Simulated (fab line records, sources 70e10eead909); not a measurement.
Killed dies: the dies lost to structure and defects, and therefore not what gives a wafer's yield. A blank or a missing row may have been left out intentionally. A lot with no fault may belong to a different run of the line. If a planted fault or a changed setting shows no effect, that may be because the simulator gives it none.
Chamber matching    flow nand-harc    NHARC_A_WL_FILL_ALD_00 on ald-hk-02: 4 sister chambers
The step deposits Al2O3, target thk 3 nm, pulse time 3 s, ald cycles 30. 4 wafers are shown with their chamber, then 9 later ones without.

## WAFERS, EACH WITH ITS CHAMBER
wafer   chamber  heater-power-w (W)
L083.5  1        436
L085.2  3        409
L085.3  0        632
L085.4  2        434

## WAFERS WITH NO CHAMBER GIVEN
wafer   heater-power-w (W)
L086.2  425
L086.3  444
L086.5  400
L093.1  439
L093.3  410
L093.5  639
L095.1  436
L095.4  409
L095.5  407

## EACH ONE'S CHAMBER
wafer   from the rows above           in truth
L086.2  can't be placed: 2 or 1 or 3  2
L086.3  can't be placed: 1 or 2       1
L086.5  3                             3
L093.1  can't be placed: 1 or 2       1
L093.3  3                             3
L093.5  0                             0
L095.1  can't be placed: 1 or 2       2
L095.4  3                             3
L095.5  3                             3
Placed correctly: 5 of 9. Unplaceable from these rows: 4, with the true chamber sitting among the candidates in 4. Number placed wrongly: 0.
How it was worked out, from the rows above alone: a wafer's distance from a chamber is the root of the sum, over the readings, of the square of ((its reading less the chamber's mean) divided by the reading's scatter). The wafer belongs to the nearest chamber; if the next one is less than 2 further off, it can't be placed. For every chamber, the mean is computed from those of its wafers that are shown. The scatter: with one shown wafer a chamber, the root of the mean of the squares of how far each hidden wafer lies from its nearest shown one.
